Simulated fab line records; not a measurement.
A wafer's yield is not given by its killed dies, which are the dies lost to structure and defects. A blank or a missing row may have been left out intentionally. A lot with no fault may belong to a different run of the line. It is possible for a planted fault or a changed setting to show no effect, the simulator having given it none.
Chamber matching + flow n5-finfet + N5_BEOL_M3_DESCUM_33 on rie-diel-03: 4 sister chambers
The step chemistry O2, time 7 s. 8 wafers are shown with their chamber, then 8 later ones without.

## WAFERS, EACH WITH ITS CHAMBER
| wafer  | chamber | drypump-motor-current-A (A) | showerhead-plenum-p-Torr (Torr) |
|--------|---------|-----------------------------|---------------------------------|
| L076.1 | 2       | 6.2                         | 2.00                            |
| L081.2 | 0       | 6.1                         | 2.00                            |
| L081.3 | 3       | 6.2                         | 2.02                            |
| L081.4 | 0       | 6.1                         | 2.00                            |
| L084.2 | 2       | 6.2                         | 1.99                            |
| L084.4 | 1       | 4.8                         | 2.14                            |
| L084.5 | 1       | 4.7                         | 2.14                            |
| L089.1 | 3       | 6.2                         | 2.02                            |

## WAFERS MISSING THEIR CHAMBER
| wafer  | drypump-motor-current-A (A) | showerhead-plenum-p-Torr (Torr) |
|--------|-----------------------------|---------------------------------|
| L089.5 | 6.1                         | 2.00                            |
| L089.6 | 4.7                         | 2.14                            |
| L088.1 | 4.7                         | 2.13                            |
| L088.4 | 6.1                         | 2.00                            |
| L088.6 | 6.2                         | 2.02                            |
| L094.1 | 6.2                         | 1.99                            |
| L094.5 | 6.2                         | 1.99                            |
| L094.6 | 6.2                         | 2.01                            |

## EACH ONE'S CHAMBER
| wafer  | from the rows above          | in truth |
|--------|------------------------------|----------|
| L089.5 | 0                            | 0        |
| L089.6 | 1                            | 1        |
| L088.1 | 1                            | 1        |
| L088.4 | 0                            | 0        |
| L088.6 | 3                            | 3        |
| L094.1 | 2                            | 2        |
| L094.5 | 2                            | 2        |
| L094.6 | can't be placed: 3 or 0 or 2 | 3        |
Correct placement for 7 of the 8. Cannot be placed on the basis of these rows: 1; the candidates contain the true chamber in 1. Number placed wrongly: 0.
How it was worked out, from the rows above alone: a wafer's distance from a chamber is the root of the sum, over the readings, of the square of ((its reading less the chamber's mean) divided by the reading's scatter). If the next closest chamber is less than 2 further off than the closest, the wafer can't be placed; otherwise it belongs to the closest. The mean given for a chamber averages the wafers shown for that chamber. The scatter: take each reading less its chamber's mean, square it, sum over the shown wafers, divide by the number of wafers less the number of chambers, and take the root.
